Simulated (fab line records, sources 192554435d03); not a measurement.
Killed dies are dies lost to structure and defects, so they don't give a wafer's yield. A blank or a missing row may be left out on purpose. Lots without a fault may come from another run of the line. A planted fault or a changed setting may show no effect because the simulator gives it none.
Split-lot experiment | flow n5_finfet | 7 lots, 21 wafers read, on a route of 1938 steps

THE SPLIT
At N5_BEOL_M4_DESCUM_16 (chemistry O2, time 7 s), the setting time_s was moved away from the recipe's 7 s on 5 of the 21 wafers read, by -21.6% to +18.4%. The other wafers ran this setting at the recipe's value.

The file shows no step between the split and the reading.

THE READING
CAR-EUV_of_BEOL_M4_COAT_05.thk_nm (the simulator's own value, which no gauge read), in nm, at N5_BEOL_M4_ETCH_74 (etches underlayer in N2/H2, target depth 6.5 nm, time 5.2 s). The file gives no usual value for it. The 16 wafers here that ran the recipe average 20.4 nm, standard deviation 0.12 nm.

wafer  | tool, chamber at the split | time_s as run, s | against the recipe | CAR-EUV_of_BEOL_M4_COAT_05.thk_nm, nm | against lot-mates on the recipe
L075.2 | rie_diel-04, 2,3,2         | 7                | recipe             | 20.4                                  | -
L075.4 | rie_diel-04, 2,3,2         | 7                | recipe             | 20.4                                  | -
L075.6 | rie_diel-04, 2,3,2         | 7                | recipe             | 20.2                                  | -
L077.2 | rie_diel-06, 0             | 5.487            | -21.6%             | 21                                    | +0.7
L077.3 | rie_diel-06, 1             | 7                | recipe             | 20.2                                  | -
L077.6 | rie_diel-06, 1             | 7                | recipe             | 20.4                                  | -
L085.3 | rie_diel-06, 2             | 7                | recipe             | 20.2                                  | -
L085.4 | rie_diel-06, 0             | 7                | recipe             | 20.4                                  | -
L085.6 | rie_diel-06, 0             | 7                | recipe             | 20.4                                  | -
L087.2 | rie_diel-06, 1,3,0         | 7                | recipe             | 20.4                                  | -
L087.3 | rie_diel-06, 1,3,0         | 7                | recipe             | 20.6                                  | -
L087.6 | rie_diel-06, 1,3,0         | 7                | recipe             | 20.6                                  | -
L090.2 | rie_diel-06, 3             | 7                | recipe             | 20.4                                  | -
L090.5 | rie_diel-06, 0,3           | 8.289            | +18.4%             | 19.6                                  | -0.8
L090.6 | rie_diel-06, 0,3           | 8.289            | +18.4%             | 19.6                                  | -0.8
L094.2 | rie_diel-01, 0,3,2         | 7                | recipe             | 20.4                                  | -
L094.3 | rie_diel-01, 0,3,2         | 7                | recipe             | 20.4                                  | -
L094.6 | rie_diel-01, 0,3,2         | 7                | recipe             | 20.4                                  | -
L096.1 | rie_diel-06, 3             | 6.388            | -8.7%              | 20.6                                  | +0.4
L096.4 | rie_diel-06, 0             | 6.388            | -8.7%              | 20.6                                  | +0.4
L096.2 | rie_diel-06, 2             | 7                | recipe             | 20.2                                  | -
Where a row lists several chambers, the file gives one row for several wafers and doesn't say which wafer went through which chamber.

THE FIT
A straight line over all 21 wafers: CAR-EUV_of_BEOL_M4_COAT_05.thk_nm changes by -0.0355 nm for each +1% of time_s; r = -0.92; the points scatter about the line by 0.12 nm.
The same after taking each lot's own level away (the mean of its wafers on the recipe; 21 wafers): -0.0398 nm for each +1%; r = -0.97; scatter 0.085 nm.
On that fit, the largest move of time_s shifts the reading by 0.86 nm.
The lots' own levels span 20.20 to 20.53 nm, that is 2.8 times the standard deviation above.
So the lot-to-lot level changes the slope: the two fits differ.
Check: with one of the wafers moved furthest among these (-21.6%) left out of the fit, the line predicts +0.952 nm for it against its lot-mates. It came out at +0.7 nm against them.

THE WHOLE CHAIN: every reading that the file lists as answering this split, in the file's order
step                 | what it does                                                | reading                                                                            | change (the file's fit)                | r (the file's)
N5_BEOL_M4_DESCUM_16 | chemistry O2, time 7 s                                      | CAR-EUV_of_BEOL_M4_COAT_05.thk_nm (the simulator's own value, which no gauge read) | -0.0392 nm for each +1% of the setting | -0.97
N5_BEOL_M4_ETCH_74   | etches underlayer in N2/H2, target depth 6.5 nm, time 5.2 s | CAR-EUV_of_BEOL_M4_COAT_05.thk_nm (the simulator's own value, which no gauge read) | -0.0378 nm for each +1% of the setting | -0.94

THE FILE'S OWN FIT
CAR-EUV_of_BEOL_M4_COAT_05.thk_nm changes by -0.0378 nm for each +1% of time_s, r = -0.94.
